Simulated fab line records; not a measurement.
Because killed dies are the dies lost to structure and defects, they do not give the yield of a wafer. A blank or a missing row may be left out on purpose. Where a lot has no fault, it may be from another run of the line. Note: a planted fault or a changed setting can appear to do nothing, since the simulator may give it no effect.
The tool behind it: which one? | flow n5Finfet | 24 lots, 72 wafers sampled, at 5 steps of a route of 1938

WHAT EACH GAUGE READ, for each wafer
N5_SD_EPI_P_CD_MEAS_09: the cd target is 240 nm.
lot  | measured    | on       | cdNm (nm)
L074 | day 3 03:37 | cdSem-03 | 239.7 240.0 239.8
L075 | day 3 10:21 | cdSem-02 | 240.5 240.2 240.4
L076 | day 3 19:11 | cdSem-02 | 240.2 240.5 240.0
L077 | day 4 00:07 | cdSem-03 | 239.7 239.9 239.6
L078 | day 4 07:27 | cdSem-03 | 239.2 239.6 240.6
L079 | day 4 12:49 | cdSem-01 | 239.7 239.5 239.5
L080 | day 4 16:51 | cdSem-03 | 241.0 239.0 239.3
L081 | day 4 23:45 | cdSem-03 | 240.0 241.2 240.9
L082 | day 5 05:26 | cdSem-01 | 240.0 239.5 240.3
L083 | day 5 11:03 | cdSem-01 | 240.7 240.3 240.1
L084 | day 5 16:10 | cdSem-02 | 240.6 240.5 240.7
L085 | day 6 04:40 | cdSem-03 | 240.2 239.0 239.2
L086 | day 6 09:55 | cdSem-01 | 241.2 240.8 240.4
L087 | day 6 13:28 | cdSem-03 | 239.0 239.6 239.7
L088 | day 6 17:50 | cdSem-01 | 240.9 240.0 240.8
L089 | day 7 01:23 | cdSem-03 | 240.9 239.5 240.7
L090 | day 7 06:56 | cdSem-02 | 239.8 241.2 239.9
L091 | day 7 14:44 | cdSem-03 | 239.9 239.6 239.9
L092 | day 7 16:52 | cdSem-01 | 240.1 240.4 240.3
L093 | day 8 01:19 | cdSem-02 | 240.0 241.7 240.4
L094 | day 8 05:25 | cdSem-01 | 241.0 240.8 239.8
L095 | day 8 11:45 | cdSem-03 | 240.3 240.9 240.3
L096 | day 8 20:43 | cdSem-03 | 239.4 240.3 240.0
L097 | day 9 00:04 | cdSem-02 | 238.8 239.2 238.3

N5_SD_EPI_P_EPI_MEAS_23.
lot  | measured    | on           | thkNm (nm)
L074 | day 3 07:18 | filmMetro-02 | 61.9 62.1 62.1
L075 | day 3 14:01 | filmMetro-02 | 63.3 62.0 64.0
L076 | day 3 22:49 | filmMetro-02 | 63.0 61.5 62.0
L077 | day 4 03:50 | filmMetro-02 | 62.4 60.9 60.6
L078 | day 4 11:07 | filmMetro-01 | 58.7 58.7 60.9
L079 | day 4 16:35 | filmMetro-02 | 61.7 60.8 61.5
L080 | day 4 21:22 | filmMetro-01 | 63.3 59.4 60.0
L081 | day 5 03:24 | filmMetro-02 | 58.7 59.8 60.5
L082 | day 5 09:11 | filmMetro-01 | 60.4 61.7 59.1
L083 | day 5 15:01 | filmMetro-02 | 60.6 60.9 60.5
L084 | day 5 19:48 | filmMetro-02 | 63.3 60.8 60.6
L085 | day 6 08:18 | filmMetro-02 | 61.1 59.8 60.7
L086 | day 6 14:23 | filmMetro-02 | 60.7 62.3 61.5
L087 | day 6 17:25 | filmMetro-02 | 59.3 59.5 59.2
L088 | day 6 21:29 | filmMetro-01 | 60.9 60.1 59.8
L089 | day 7 05:08 | filmMetro-02 | 61.1 59.2 63.1
L090 | day 7 10:34 | filmMetro-02 | 62.6 61.3 60.8
L091 | day 7 18:38 | filmMetro-01 | 61.6 63.1 61.9
L092 | day 7 21:22 | filmMetro-01 | 59.2 59.7 62.1
L093 | day 8 04:58 | filmMetro-01 | 59.8 60.9 58.8
L094 | day 8 09:03 | filmMetro-02 | 60.2 62.4 61.1
L095 | day 8 15:26 | filmMetro-02 | 60.9 61.1 59.1
L096 | day 9 00:21 | filmMetro-02 | 59.4 60.4 59.6
L097 | day 9 03:46 | filmMetro-02 | 61.5 63.2 59.6

N5_SDB_CD_MEAS_11: the cd target is 50 nm.
lot  | measured    | on       | cdNm (nm)
L074 | day 3 15:08 | cdSem-01 | 48.6 49.0 51.1
L075 | day 3 21:44 | cdSem-02 | 49.6 49.6 49.6
L076 | day 4 06:36 | cdSem-03 | 48.6 48.9 48.4
L077 | day 4 11:29 | cdSem-02 | 50.5 51.0 51.0
L078 | day 4 18:55 | cdSem-01 | 48.4 48.7 48.1
L079 | day 5 01:16 | cdSem-02 | 50.5 51.5 50.9
L080 | day 5 05:40 | cdSem-03 | 48.9 49.8 49.8
L081 | day 5 11:22 | cdSem-01 | 50.0 49.7 49.3
L082 | day 5 16:46 | cdSem-03 | 50.0 48.7 51.1
L083 | day 5 22:41 | cdSem-03 | 49.2 49.7 50.4
L084 | day 6 04:00 | cdSem-03 | 50.9 50.3 51.3
L085 | day 6 15:51 | cdSem-01 | 50.6 49.9 49.7
L086 | day 6 22:19 | cdSem-01 | 50.0 49.9 49.8
L087 | day 7 01:17 | cdSem-02 | 49.4 48.8 49.7
L088 | day 7 05:12 | cdSem-03 | 48.9 49.1 48.3
L089 | day 7 12:45 | cdSem-01 | 50.5 50.2 51.4
L090 | day 7 18:53 | cdSem-01 | 51.5 51.9 50.2
L091 | day 8 02:32 | cdSem-01 | 50.7 49.8 49.5
L092 | day 8 04:56 | cdSem-01 | 51.0 48.9 49.6
L093 | day 8 12:47 | cdSem-02 | 49.6 48.5 48.6
L094 | day 8 18:22 | cdSem-01 | 50.6 48.6 48.8
L095 | day 9 01:29 | cdSem-02 | 51.2 51.1 50.8
L096 | day 9 08:44 | cdSem-01 | 50.7 50.2 51.5
L097 | day 9 11:20 | cdSem-02 | 48.9 49.8 48.8

WHICH TOOL RAN EACH LOT (tool, then ch and the chambers of the sampled wafers, then the start)
lot  | N5_SD_EPI_P_ETCH_36              | N5_SD_EPI_P_SD_RECESS_17
L074 | rieDiel-04 ch 0,2, day 3 03:44   | rieSi-01 ch 1,2,3, day 3 04:23
L075 | rieDiel-04 ch 0,3, day 3 10:28   | rieSi-02 ch 0,1, day 3 11:07
L076 | rieDiel-01 ch 2,3, day 3 19:19   | rieSi-03 ch 0,2, day 3 19:58
L077 | rieDiel-01 ch 2,3, day 4 00:14   | rieSi-02 ch 0,2,3, day 4 00:53
L078 | rieDiel-06 ch 2,3, day 4 07:34   | rieSi-03 ch 0,1,2, day 4 08:13
L079 | rieDiel-06 ch 1,2, day 4 13:05   | rieSi-01 ch 0,2,3, day 4 13:44
L080 | rieDiel-06 ch 1,2,3, day 4 16:58 | rieSi-03 ch 0,3, day 4 17:37
L081 | rieDiel-01 ch 1,2,3, day 4 23:52 | rieSi-03 ch 0,3, day 5 00:31
L082 | rieDiel-06 ch 1,2,3, day 5 05:38 | rieSi-01 ch 0,1,3, day 5 06:17
L083 | rieDiel-04 ch 2,3, day 5 11:31   | rieSi-02 ch 0,2, day 5 12:10
L084 | rieDiel-01 ch 1,2, day 5 16:17   | rieSi-02 ch 0,1,2, day 5 16:56
L085 | rieDiel-01 ch 1,2,3, day 6 04:47 | rieSi-01 ch 1,2,3, day 6 05:26
L086 | rieDiel-04 ch 1,2,3, day 6 10:53 | rieSi-01 ch 1,2,3, day 6 11:32
L087 | rieDiel-06 ch 0,1,3, day 6 13:55 | rieSi-02 ch 2,3, day 6 14:34
L088 | rieDiel-01 ch 1,3, day 6 17:57   | rieSi-03 ch 1,2,3, day 6 18:36
L089 | rieDiel-01 ch 1,2,3, day 7 01:31 | rieSi-02 ch 1,2,3, day 7 02:10
L090 | rieDiel-01 ch 0,2,3, day 7 07:04 | rieSi-02 ch 1,3, day 7 07:43
L091 | rieDiel-06 ch 0,3, day 7 15:07   | rieSi-01 ch 1,2,3, day 7 15:46
L092 | rieDiel-06 ch 1,2,3, day 7 17:00 | rieSi-01 ch 0,3, day 7 17:39
L093 | rieDiel-06 ch 0,1, day 8 01:26   | rieSi-03 ch 1,2,3, day 8 02:05
L094 | rieDiel-06 ch 0,1, day 8 05:32   | rieSi-01 ch 1,2, day 8 06:11
L095 | rieDiel-01 ch 1,2,3, day 8 11:55 | rieSi-01 ch 0,2, day 8 12:34
L096 | rieDiel-04 ch 1,2,3, day 8 20:50 | rieSi-01 ch 0,2, day 8 21:30
L097 | rieDiel-01 ch 1,2, day 9 00:15   | rieSi-02 ch 0,2, day 9 00:54
- N5_SD_EPI_P_ETCH_36: etches SiARC in CF4, target depth 45.5 nm, time 75.8 s.
- N5_SD_EPI_P_SD_RECESS_17: chemistry HBr/Cl2/O2, target depth 39.1 nm, bt time 3 s.

AS READ BY THE TOOLS THEMSELVES (means over the sampled wafers that have a number; for cases with no such wafer, the mark the record gives instead)
N5_SD_EPI_P_ETCH_36.
lot  | tool       | drypumpMotorCurrentA (A) | etchRfOnTimeS (s) | oesProductAu (a.u.) | rfFwdPowerW (W) | rfVppV (V) | showerheadPlenumPTorr (Torr) | throttleValvePct (%)
L074 | rieDiel-04 | 5.9                      | 76.1              | 0.67                | 540.3           | 183.8      | 2.07                         | 15.71
L075 | rieDiel-04 | 5.6                      | 76.2              | 0.60                | 540.0           | 183.5      | 2.08                         | 15.77
L076 | rieDiel-01 | 5.2                      | 75.5              | 0.63                | 537.1           | 184.2      | 2.11                         | 15.60
L077 | rieDiel-01 | 5.2                      | 76.4              | 0.62                | 538.1           | 182.5      | 2.11                         | 15.61
L078 | rieDiel-06 | 5.6                      | 76.7              | 0.62                | 542.1           | 184.1      | 2.10                         | 15.94
L079 | rieDiel-06 | 6.1                      | 76.1              | 0.61                | 540.2           | 185.0      | 2.18                         | 15.87
L080 | rieDiel-06 | 5.6                      | 76.7              | 0.62                | 540.4           | 184.8      | 2.13                         | 15.85
L081 | rieDiel-01 | 5.7                      | 74.9              | 0.67                | 537.2           | 184.2      | 2.12                         | 15.55
L082 | rieDiel-06 | 5.5                      | 77.0              | 0.61                | 541.8           | 183.9      | 2.12                         | 15.86
L083 | rieDiel-04 | 6.1                      | 75.2              | 0.72                | 541.6           | 183.7      | 2.12                         | 15.59
L084 | rieDiel-01 | 5.6                      | 75.0              | 0.69                | 540.6           | 183.6      | 2.11                         | 15.54
L085 | rieDiel-01 | 5.7                      | 75.7              | 0.66                | 537.8           | 183.5      | 2.12                         | 15.57
L086 | rieDiel-04 | 6.0                      | 75.0              | 0.71                | 538.0           | 184.6      | 2.17                         | 15.58
L087 | rieDiel-06 | 5.4                      | 76.7              | 0.68                | 540.6           | 183.4      | 2.12                         | 15.62
L088 | rieDiel-01 | 5.9                      | 76.2              | 0.63                | 539.1           | 183.7      | 2.14                         | 15.60
L089 | rieDiel-01 | 5.7                      | 75.3              | 0.66                | 535.7           | 183.9      | 2.12                         | 15.58
L090 | rieDiel-01 | 5.2                      | 75.9              | 0.66                | 540.8           | 184.9      | 2.12                         | 15.57
L091 | rieDiel-06 | 5.5                      | 76.3              | 0.67                | 540.7           | 183.7      | 2.09                         | 15.74
L092 | rieDiel-06 | 5.5                      | 76.5              | 0.69                | 539.4           | 183.6      | 2.12                         | 15.71
L093 | rieDiel-06 | 5.4                      | 76.0              | 0.68                | 538.0           | 184.4      | 2.14                         | 15.54
L094 | rieDiel-06 | 5.4                      | 76.9              | 0.67                | 537.6           | 184.2      | 2.14                         | 15.54
L095 | rieDiel-01 | 5.7                      | 74.8              | 0.72                | 536.7           | 183.1      | 2.12                         | 15.43
L096 | rieDiel-04 | 6.0                      | 75.9              | 0.69                | 539.3           | 183.9      | 2.16                         | 15.62
L097 | rieDiel-01 | 6.2                      | 75.3              | 0.69                | 538.9           | 183.9      | 2.13                         | 15.53

N5_SD_EPI_P_SD_RECESS_17.
lot  | tool     | drypumpMotorCurrentA (A) | oesProductAu (a.u.) | rfFwdPowerW (W) | throttleValvePct (%)
L074 | rieSi-01 | 6.1                      | 1.004               | 790.8           | 36.96
L075 | rieSi-02 | 5.7                      | 0.996               | 791.3           | 36.95
L076 | rieSi-03 | 5.9                      | 0.988               | 797.2           | 36.94
L077 | rieSi-02 | 6.4                      | 1.003               | 794.9           | 37.16
L078 | rieSi-03 | 6.1                      | 0.996               | 796.3           | 36.84
L079 | rieSi-01 | 6.1                      | 0.996               | 792.7           | 37.12
L080 | rieSi-03 | 5.8                      | 0.998               | 795.8           | 36.80
L081 | rieSi-03 | 5.6                      | 0.988               | 795.9           | 36.73
L082 | rieSi-01 | 6.0                      | 0.992               | 793.0           | 37.11
L083 | rieSi-02 | 6.5                      | 0.997               | 795.2           | 36.97
L084 | rieSi-02 | 6.1                      | 0.996               | 793.7           | 36.96
L085 | rieSi-01 | 6.1                      | 0.998               | 792.0           | 36.96
L086 | rieSi-01 | 6.1                      | 1.001               | 793.7           | 36.97
L087 | rieSi-02 | 6.5                      | 1.001               | 798.2           | 37.33
L088 | rieSi-03 | 5.8                      | 0.990               | 794.9           | 36.75
L089 | rieSi-02 | 6.2                      | 0.995               | 793.6           | 37.13
L090 | rieSi-02 | 5.8                      | 0.993               | 793.9           | 37.11
L091 | rieSi-01 | 6.1                      | 0.995               | 795.7           | 36.96
L092 | rieSi-01 | 6.1                      | 0.998               | 792.0           | 37.25
L093 | rieSi-03 | 5.9                      | 0.986               | 798.8           | 36.76
L094 | rieSi-01 | 6.0                      | 0.995               | 793.4           | 36.82
L095 | rieSi-01 | 6.1                      | 0.995               | 795.2           | 37.01
L096 | rieSi-01 | 6.1                      | 0.996               | 792.9           | 37.13
L097 | rieSi-02 | 6.3                      | 1.000               | 793.4           | 37.00

THE ANSWER, worked out from the rows above alone
Rule: the lots themselves supply what counts as usual. The widest of any qualifying gaps counts: lots, ordered by their means at a reading, are off when they make up no more than a third of the lots, leave a main group of 4 or more, and stand apart from it by 3 or more times the standard deviation of that group's means. A main group is skipped when, at the precision printed for the reading in the tables above, its means are all equal. A lot without any number at a reading at which 4 lots or more have one is off too. All remaining lots with rows at the step are treated as sound. First the gauges in route order, then the tools' own readings, where a lot's mean is used as printed above. The first step at which some lot is off is used, and at that step the reading that is off furthest; a lot without a number counts as furthest.
Nothing can be told from this: no lot is off at any reading shown.

WHAT THE SIMULATOR HAD PUT IN
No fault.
